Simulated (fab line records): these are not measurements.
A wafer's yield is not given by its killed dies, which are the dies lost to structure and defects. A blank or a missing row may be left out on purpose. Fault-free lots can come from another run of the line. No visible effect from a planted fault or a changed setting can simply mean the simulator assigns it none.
Which tool is to blame?	flow n5Finfet	24 lots with 72 wafers sampled at 3 steps, on a route of 1938 steps

## WHAT EACH GAUGE READ, for each wafer
N5_BEOL_M2_OCD_MEAS_38.
lot	measured	on	trenchDepthNm (nm)
L074	day 6 17:17	ocd-01	54.6 57.8 54.8
L075	day 6 17:17	ocd-02	53.6 56.5 54.7
L076	day 7 01:07	ocd-01	54.2 55.6 55.6
L077	day 7 09:46	ocd-02	56.0 53.3 54.1
L078	day 7 13:34	ocd-01	54.3 55.9 55.1
L079	day 8 02:36	ocd-01	56.3 55.4 55.2
L080	day 8 09:02	ocd-02	55.0 54.6 54.1
L081	day 8 14:29	ocd-02	54.1 54.5 53.8
L082	day 8 14:41	ocd-02	56.3 53.7 52.8
L083	day 8 19:14	ocd-01	54.8 55.6 54.2
L084	day 8 22:42	ocd-02	55.0 57.0 54.6
L086	day 9 16:25	ocd-01	54.6 56.9 54.2
L085	day 9 21:51	ocd-01	56.6 53.7 54.7
L087	day 9 23:19	ocd-01	54.5 54.9 57.8
L088	day 10 04:41	ocd-02	56.2 53.7 56.9
L089	day 10 15:11	ocd-02	56.9 54.8 56.3
L090	day 10 18:39	ocd-02	54.0 55.5 53.4
L091	day 11 00:23	ocd-01	55.7 54.2 55.9
L093	day 11 12:49	ocd-01	53.9 57.2 56.9
L092	day 11 17:47	ocd-02	56.0 56.4 54.6
L094	day 12 01:51	ocd-02	53.8 56.9 54.0
L095	day 12 07:46	ocd-01	56.5 53.9 56.4
L096	day 13 01:24	ocd-02	58.5 53.5 58.3
L097	day 13 03:55	ocd-01	55.8 54.5 56.1

## WHAT TOOL EACH LOT RAN ON (gives the tool, then ch and the chambers of the sampled wafers, and finally the start)
lot	N5_BEOL_M2_ALD_98	N5_BEOL_M2_VIA_ETCH_34
L074	aldSin-02 ch 1,2, day 6 13:01	rieDiel-06 ch 2,3, day 6 17:02
L075	aldSin-01 ch 0,2, day 6 14:31	rieDiel-04 ch 0,1,3, day 6 17:02
L076	aldSin-03 ch 1,2,3, day 6 20:19	rieDiel-04 ch 0,1,3, day 7 00:52
L077	aldSin-03 ch 1,2, day 7 06:47	rieDiel-04 ch 1,2,3, day 7 09:31
L078	aldSin-03 ch 0,2,3, day 7 13:03	rieDiel-04 ch 0,2,3, day 7 13:19
L079	aldSin-01 ch 0,1,2, day 7 17:20	rieDiel-04 ch 0,2,3, day 8 02:21
L080	aldSin-01 ch 0,2,3, day 8 08:27	rieDiel-04 ch 0,2, day 8 08:46
L081	aldSin-02 ch 0,2, day 8 12:26	rieDiel-05 ch 0,2, day 8 14:14
L082	aldSin-02 ch 1,2, day 8 13:04	rieDiel-06 ch 0,1,2, day 8 14:26
L083	aldSin-02 ch 0,1,2, day 8 18:14	rieDiel-05 ch 0,2, day 8 18:52
L084	aldSin-03 ch 0,1,2, day 8 20:54	rieDiel-04 ch 0,2,3, day 8 22:26
L086	aldSin-01 ch 0,2, day 9 14:07	rieDiel-06 ch 1,2, day 9 16:10
L085	aldSin-01 ch 2,3, day 9 19:37	rieDiel-04 ch 1,2,3, day 9 21:36
L087	aldSin-01 ch 2,3, day 9 22:37	rieDiel-06 ch 1,2, day 9 22:56
L088	aldSin-03 ch 0,2, day 10 00:44	rieDiel-05 ch 1,2, day 10 04:26
L089	aldSin-02 ch 0,1, day 10 06:55	rieDiel-05 ch 0,2, day 10 14:56
L090	aldSin-02 ch 0,2,3, day 10 13:53	rieDiel-04 ch 0,1,2, day 10 18:23
L091	aldSin-02 ch 1,2,3, day 10 23:13	rieDiel-05 ch 1,2,3, day 11 00:08
L093	aldSin-03 ch 0,1, day 11 03:37	rieDiel-05 ch 0,2, day 11 12:34
L092	aldSin-01 ch 0,2,3, day 11 04:09	rieDiel-05 ch 0,2,3, day 11 17:32
L094	aldSin-02 ch 0,1,2, day 11 14:15	rieDiel-04 ch 2,3, day 12 01:36
L095	aldSin-01 ch 1,2, day 12 01:58	rieDiel-04 ch 2,3, day 12 07:31
L096	aldSin-03 ch 1,3, day 12 07:59	rieDiel-06 ch 1,2, day 13 01:09
L097	aldSin-03 ch 2,3, day 12 17:01	rieDiel-04 ch 0,3, day 13 03:40
- N5_BEOL_M2_ALD_98: deposits SiO2, target thk 2.5 nm, pulse time 1 s, co reactant pulse time 1 s.
- N5_BEOL_M2_VIA_ETCH_34: etches the open film in C4F6/O2, target depth 69.4 nm, time 65.9 s.

## AS READ BY THE TOOLS THEMSELVES (means over the sampled wafers that have a number; for cases with no such wafer, the mark the record gives instead)
N5_BEOL_M2_ALD_98.
lot	tool	heaterPowerW (W)	precursorPulseHeightRel
L074	aldSin-02	79	1.008
L075	aldSin-01	75	0.998
L076	aldSin-03	74	0.989
L077	aldSin-03	85	0.978
L078	aldSin-03	82	1.019
L079	aldSin-01	75	0.997
L080	aldSin-01	75	1.008
L081	aldSin-02	72	0.988
L082	aldSin-02	80	1.000
L083	aldSin-02	76	0.995
L084	aldSin-03	84	1.021
L086	aldSin-01	81	0.984
L085	aldSin-01	75	0.997
L087	aldSin-01	81	1.007
L088	aldSin-03	90	0.990
L089	aldSin-02	75	1.010
L090	aldSin-02	75	0.980
L091	aldSin-02	80	1.001
L093	aldSin-03	76	0.995
L092	aldSin-01	75	0.988
L094	aldSin-02	77	0.986
L095	aldSin-01	75	1.017
L096	aldSin-03	65	1.004
L097	aldSin-03	73	1.001

N5_BEOL_M2_VIA_ETCH_34.
lot	tool	drypumpMotorCurrentA (A)	mfcArSccm (sccm)	oesProductAu (a.u.)	rfVppV (V)	showerheadPlenumPTorr (Torr)	throttleValvePct (%)
L074	rieDiel-06	5.8	299.6	0.78	669	2.70	30.3
L075	rieDiel-04	5.4	300.5	0.77	655	2.74	30.3
L076	rieDiel-04	5.4	300.0	0.77	655	2.74	30.3
L077	rieDiel-04	5.4	300.5	0.79	653	2.81	30.3
L078	rieDiel-04	5.6	299.6	0.78	654	2.82	30.6
L079	rieDiel-04	5.6	300.6	0.76	653	2.82	30.6
L080	rieDiel-04	5.7	299.4	0.72	651	2.86	30.8
L081	rieDiel-05	5.3	300.2	0.70	666	2.87	30.9
L082	rieDiel-06	6.0	299.5	0.70	670	2.75	30.7
L083	rieDiel-05	5.5	299.9	0.68	671	2.79	31.0
L084	rieDiel-04	5.6	298.9	0.76	653	2.82	30.6
L086	rieDiel-06	5.6	300.6	0.70	681	2.70	30.5
L085	rieDiel-04	5.5	300.1	0.76	653	2.80	30.3
L087	rieDiel-06	5.7	300.1	0.69	679	2.70	30.5
L088	rieDiel-05	5.8	299.7	0.79	658	2.84	30.8
L089	rieDiel-05	5.5	299.0	0.87	679	3.01	30.7
L090	rieDiel-04	5.6	301.0	0.78	655	2.89	30.4
L091	rieDiel-05	5.6	299.9	0.83	652	2.85	30.9
L093	rieDiel-05	5.5	300.2	0.84	679	3.01	30.7
L092	rieDiel-05	5.5	299.6	0.86	662	2.94	30.9
L094	rieDiel-04	5.7	299.6	0.75	652	2.87	30.6
L095	rieDiel-04	5.5	299.1	0.79	655	2.83	30.5
L096	rieDiel-06	5.8	299.9	0.85	674	2.73	30.4
L097	rieDiel-04	5.4	300.0	0.85	659	2.87	30.4

## THE ANSWER, worked out from the rows above alone
Rule: what is usual is taken from the lots themselves. Put in order of their means at a reading, lots are off if they are a third of the lots or fewer, leave a main group of 4 or more, and stand apart from it by a gap of 3 or more times the standard deviation of the main group's means; of several such gaps the widest counts. A main group whose means are all the same, to the digits that the tables above print for the reading, isn't used. Also off: a lot with no number at a reading for which 4 or more lots have one. Where the step has rows for the other lots, those lots are counted as sound. Order of review: gauges by route order, followed by the tools' own readings, for which a lot's mean as printed above is used. At the first step where some lot is off, the reading lying furthest off is the one used; lots without a number count as furthest.
Nothing can be told from this: no lot is off at any reading shown.

## WHAT WAS PUT IN BY THE SIMULATOR
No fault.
